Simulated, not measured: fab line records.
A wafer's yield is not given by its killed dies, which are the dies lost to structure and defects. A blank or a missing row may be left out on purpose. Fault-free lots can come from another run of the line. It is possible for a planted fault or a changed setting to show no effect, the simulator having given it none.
Commonality check across tools	flow nand harc	11 lots and 45 wafers in the sample

WHY THIS WAS OPENED
At NHARC_A_CONTACT_CD_MEAS_42 the reading cd nm is flagged on 4 of 11 lots. Wafers without a fault read 200.1 nm, standard deviation 0.49.
Rule: flag the lot when none of its wafers has a number, or when each of its wafers that has one lies beyond 4 standard deviations from that mean. The other lots count as sound.

lot	measured	on	cd nm (nm), wafer by wafer	flag
L763	day 16 05:20	cd sem-02	200.5 200.7 200.6	
L769	day 17 16:08	cd sem-01	200.3 200.0 199.9	
L770	day 18 04:07	cd sem-02	200.2 200.4 199.9	
L776	day 19 10:25	cd sem-02	188.7 188.6 188.0 188.9 188.1 187.9	FLAGGED
L777	day 19 13:39	cd sem-01	190.9 191.3 190.2 190.8 190.7 190.1	FLAGGED
L775	day 19 15:14	cd sem-03	200.2 200.0 199.8	
L778	day 20 00:57	cd sem-02	192.6 191.9 191.8 192.0 191.5 192.0	FLAGGED
L779	day 20 05:17	cd sem-01	193.5 192.5 192.3 193.8 192.8 192.3	FLAGGED
L781	day 20 17:55	cd sem-03	199.5 200.0 199.9	
L782	day 21 00:15	cd sem-03	200.1 200.2 200.0	
L785	day 21 17:16	cd sem-03	199.6 200.3 199.8	
On average the flagged lots' numbers are 191.0 nm, which is -9.1 nm against the usual, or -19 standard deviations.

TOOL THAT RAN EACH LOT
The record holds 3 process steps before the reading, out of a route of 1159 steps. Read each cell as the tool, then ch plus the chambers that the sampled wafers visited, then the start.
lot	flag	NHARC_A_WL_FILL_CMP_12	NHARC_A_CONTACT_DEP_24	NHARC_A_CONTACT_EXPOSE_39
L763		cmp-04 ch 1,2, day 16 00:52	pecvd-02 ch 0,1,2, day 16 01:32	arfi scanner-03 ch 0, day 16 05:12
L769		cmp-01 ch 0,1,2, day 17 12:15	pecvd-04 ch 0,1, day 17 12:46	arfi scanner-03 ch 0, day 17 16:00
L770		cmp-03 ch 1,2, day 18 00:02	pecvd-04 ch 0,1,2, day 18 00:43	arfi scanner-03 ch 0, day 18 03:58
L776	FLAGGED	cmp-04 ch 0,3, day 19 06:19	pecvd-01 ch 0,1, day 19 06:51	arfi scanner-03 ch 0, day 19 10:17
L777	FLAGGED	cmp-03 ch 0,1,3, day 19 08:46	pecvd-01 ch 0,1,2, day 19 09:19	arfi scanner-03 ch 0, day 19 13:31
L775		cmp-03 ch 0,2, day 19 11:08	pecvd-04 ch 0,1, day 19 11:43	arfi scanner-02 ch 0, day 19 15:05
L778	FLAGGED	cmp-04 ch 1,2, day 19 20:50	pecvd-02 ch 1,2, day 19 21:31	arfi scanner-03 ch 0, day 20 00:49
L779	FLAGGED	cmp-03 ch 2,3, day 20 01:14	pecvd-02 ch 0,1,2, day 20 01:44	arfi scanner-03 ch 0, day 20 05:08
L781		cmp-04 ch 1,2,3, day 20 11:51	pecvd-02 ch 1,2, day 20 12:20	arfi scanner-01 ch 0, day 20 17:46
L782		cmp-03 ch 0,2,3, day 20 20:07	pecvd-02 ch 1,2, day 20 20:45	arfi scanner-02 ch 0, day 21 00:07
L785		cmp-03 ch 0,2,3, day 21 13:22	pecvd-02 ch 0,1,2, day 21 13:55	arfi scanner-01 ch 0, day 21 17:07
What is done by these steps:
- NHARC_A_WL_FILL_CMP_12: polishes, t overpolish 30 s, target thk 75 nm.
- NHARC_A_CONTACT_DEP_24: deposits SiO2, target thk 500 nm.
- NHARC_A_CONTACT_EXPOSE_39: exposes mask A CC 3.
- NHARC_A_CONTACT_CD_MEAS_42: target cd 200 nm.

FLAGGED AGAINST TOTAL, ONE TOOL AT A TIME (gauges that did the reading follow at the end)
step	tool	lots run	flagged	share of the flagged lots	sound lots run after its first flagged lot
NHARC_A_WL_FILL_CMP_12	cmp-01	1	0	none	-
NHARC_A_WL_FILL_CMP_12	cmp-03	6	2	some	3 (L775,L782,L785)
NHARC_A_WL_FILL_CMP_12	cmp-04	4	2	some	1 (L781)
NHARC_A_CONTACT_DEP_24	pecvd-01	2	2	some	0
NHARC_A_CONTACT_DEP_24	pecvd-02	6	2	some	3 (L781,L782,L785)
NHARC_A_CONTACT_DEP_24	pecvd-04	3	0	none	-
NHARC_A_CONTACT_EXPOSE_39	arfi scanner-01	2	0	none	-
NHARC_A_CONTACT_EXPOSE_39	arfi scanner-02	2	0	none	-
NHARC_A_CONTACT_EXPOSE_39	arfi scanner-03	7	4	all	0
NHARC_A_CONTACT_CD_MEAS_42	cd sem-01	3	2	some	0
NHARC_A_CONTACT_CD_MEAS_42	cd sem-02	4	2	some	0
NHARC_A_CONTACT_CD_MEAS_42	cd sem-03	4	0	none	-

WHAT IS ALLOWED BY THE TABLE
In the table, 1 row covers all flagged lots: arfi scanner-03 at NHARC_A_CONTACT_EXPOSE_39.
- arfi scanner-03 at NHARC_A_CONTACT_EXPOSE_39: 4 of its 7 lots flagged. A fault beginning between L770 (day 18 03:58), its last sound lot, and L776 (day 19 10:17), its first flagged one, fits the data. Its own readings lie more than 4 standard deviations out on every wafer of the flagged lots: exposure dose mJ cm2.
Just one tool remains: arfi scanner-03 at NHARC_A_CONTACT_EXPOSE_39.

WHAT THE SIMULATOR HAD PUT IN
Drift in process parameters on arfi scanner-03 at NHARC_A_CONTACT_EXPOSE_39, starting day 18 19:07. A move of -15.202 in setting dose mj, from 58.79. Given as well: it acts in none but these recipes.
Struck lots among those shown: L776, L777, L778, L779. The rule above reached the same finding.
